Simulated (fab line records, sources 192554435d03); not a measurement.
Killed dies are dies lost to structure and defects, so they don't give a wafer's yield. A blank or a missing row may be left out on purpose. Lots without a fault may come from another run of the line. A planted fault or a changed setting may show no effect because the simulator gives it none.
One fault seen from 2 desks | flow n5_finfet | each desk has only its own numbers; what lay behind them comes last

THE METROLOGY DESK
What the gauges read, lot by lot, whatever tool the lot ran on: means of the sampled wafers that have a number. A lot is out of limits, marked OUT, if its mean lies more than 4 standard deviations from the usual mean; the brackets give that distance. Of its 10 readings 7 are shown: those that lie furthest out on some lot.
Columns: A = DIBL_N at N5_BEOL_M4_RC_MEAS_101, usual 35.7 mV/V; B = DIBL_P at N5_BEOL_M4_RC_MEAS_101, usual 35.7 mV/V; C = IOFF_N at N5_BEOL_M4_RC_MEAS_101, usual 0.155 nA/um; D = IOFF_P at N5_BEOL_M4_RC_MEAS_101, usual 0.20 nA/um; E = SS_N at N5_BEOL_M4_RC_MEAS_101, usual 71.3 mV/dec; F = VT_N at N5_BEOL_M4_RC_MEAS_101, usual 250 mV; G = VT_P at N5_BEOL_M4_RC_MEAS_101, usual -251 mV
lot  | first seen here | A    | B    | C     | D    | E    | F   | G
L866 | day 9 02:08     | 34.6 | 34.8 | 0.156 | 0.21 | 71.2 | 248 | -249
L867 | day 9 03:11     | 35.4 | 33.9 | 0.139 | 0.20 | 71.4 | 252 | -251
L869 | day 9 06:25     | 32.8 | 32.7 | 0.126 | 0.17 | 71.0 | 251 | -253
L868 | day 9 07:03     | 36.2 | 34.0 | 0.162 | 0.20 | 72.1 | 249 | -252
L871 | day 10 01:29    | 32.9 | 32.3 | 0.104 | 0.14 | 70.8 | 256 | -256
L879 | day 11 20:23    | 37.2 | 37.3 | 0.162 | 0.22 | 71.7 | 251 | -249
L881 | day 12 03:52    | 36.1 | 37.0 | 0.170 | 0.22 | 71.2 | 246 | -249
L883 | day 12 22:20    | 35.8 | 34.7 | 0.136 | 0.21 | 71.1 | 252 | -249
L886 | day 13 23:32    | 35.8 | 37.2 | 0.151 | 0.19 | 70.9 | 250 | -253
L887 | day 14 08:04    | 36.5 | 38.2 | 0.174 | 0.21 | 72.1 | 247 | -251
This desk's finding: nothing out of limits on any of the 10 lots.

THE TOOL OWNER'S DESK: cmp-04
The tool's own readings at N5_BEOL_M3_CMP_52 (polishes, stops on SiOC, t overpolish 6.8 s, target thk 40 nm): means of the sampled wafers that have a number, for each lot that ran on this tool. A lot is out of limits, marked OUT, if its mean lies more than 4 standard deviations from the usual mean; the brackets give that distance.
Columns: A = barrier_field_endpoint_s at N5_BEOL_M3_CMP_52, usual 24.6 s; B = head_pressure_psi at N5_BEOL_M3_CMP_52, usual 1.0004 psi; C = motor_current_A at N5_BEOL_M3_CMP_52, usual 6.1 A; D = overpolish_run_s at N5_BEOL_M3_CMP_52, usual 6.800 s; E = time_to_endpoint_s at N5_BEOL_M3_CMP_52, usual 63 s
lot  | first seen here | A               | B      | C   | D     | E
L867 | day 8 17:13     | 24.2            | 1.0008 | 6.2 | 6.790 | 62
L868 | day 8 21:32     | 25.6            | 1.0026 | 5.6 | 6.802 | 68
L869 | day 8 21:46     | 24.7            | 1.0009 | 5.9 | 6.803 | 62
L881 | day 11 18:47    | 21.0 (-5.7) OUT | 1.0002 | 6.3 | 6.793 | 51
L883 | day 12 07:37    | 18.4 (-9.6) OUT | 1.0002 | 6.2 | 6.801 | 48
L886 | day 13 04:07    | 18.8 (-9.1) OUT | 1.0004 | 5.8 | 6.801 | 45 (-4.9) OUT
This desk's finding: out of limits on L881, L883, L886; first on L881, day 11 18:47 (barrier_field_endpoint_s at N5_BEOL_M3_CMP_52). In limits: L867, L868, L869.

PUT TOGETHER
The tool owner's desk could have raised an alarm at day 11 18:47, on L881, L883, L886.
The metrology desk saw nothing out of limits.
The metrology desk has L881, L883, L886 on record, within its limits.
Of the lots named, all ran N5_BEOL_M3_CMP_52 on cmp-04.

WHAT THE SIMULATOR HAD PUT IN
Process parameter drift: cmp-04, from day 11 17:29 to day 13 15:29, at N5_BEOL_M3_CMP_52. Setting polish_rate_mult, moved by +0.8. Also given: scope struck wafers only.
Lots struck among those shown: L881, L883, L886.
Hours from the fault's start to each desk's first reading out of limits: the tool owner's desk, 1.
